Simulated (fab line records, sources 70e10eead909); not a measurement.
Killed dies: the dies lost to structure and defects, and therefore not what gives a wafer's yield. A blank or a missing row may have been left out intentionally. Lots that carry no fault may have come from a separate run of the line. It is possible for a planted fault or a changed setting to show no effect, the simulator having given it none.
Chamber matching | flow nandHarc | NHARC_P_CONTACT_ALD_22 on aldMetal-01 has 4 sister chambers
The step deposits TiN, target thk 3 nm, pulse time 1 s, ald cycles 150. 4 wafers are shown with their chamber, then 7 later ones without.

== EACH WAFER AND ITS CHAMBER ==
wafer  | chamber | heaterPowerW (W)
L084.4 | 2       | 1064
L084.5 | 0       | 1082
L090.1 | 3       | 1153
L090.4 | 1       | 939

== WAFERS WITHOUT THEIR CHAMBER ==
wafer  | heaterPowerW (W)
L090.5 | 1062
L093.1 | 926
L093.5 | 936
L093.6 | 1052
L095.1 | 1164
L095.2 | 1075
L095.4 | 1101

== WHICH CHAMBER EACH ONE RAN IN ==
wafer  | from the rows above     | in truth
L090.5 | can't be placed: 2 or 0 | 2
L093.1 | 1                       | 1
L093.5 | 1                       | 1
L093.6 | can't be placed: 2 or 0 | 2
L095.1 | 3                       | 3
L095.2 | can't be placed: 0 or 2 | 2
L095.4 | can't be placed: 0 or 2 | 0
Correct placement for 3 of the 7. These rows do not allow placing 4 (true chamber among the candidates in 4). 0 placed wrongly.
How it was worked out, from the rows above alone: a wafer's distance from a chamber is the root of the sum, over the readings, of the square of ((its reading less the chamber's mean) divided by the reading's scatter). The wafer belongs to the nearest chamber; if the next one is less than 2 further off, it can't be placed. The mean given for a chamber averages the wafers shown for that chamber. The scatter: root of mean squared gap, hidden wafer to nearest shown wafer, with one shown wafer a chamber.
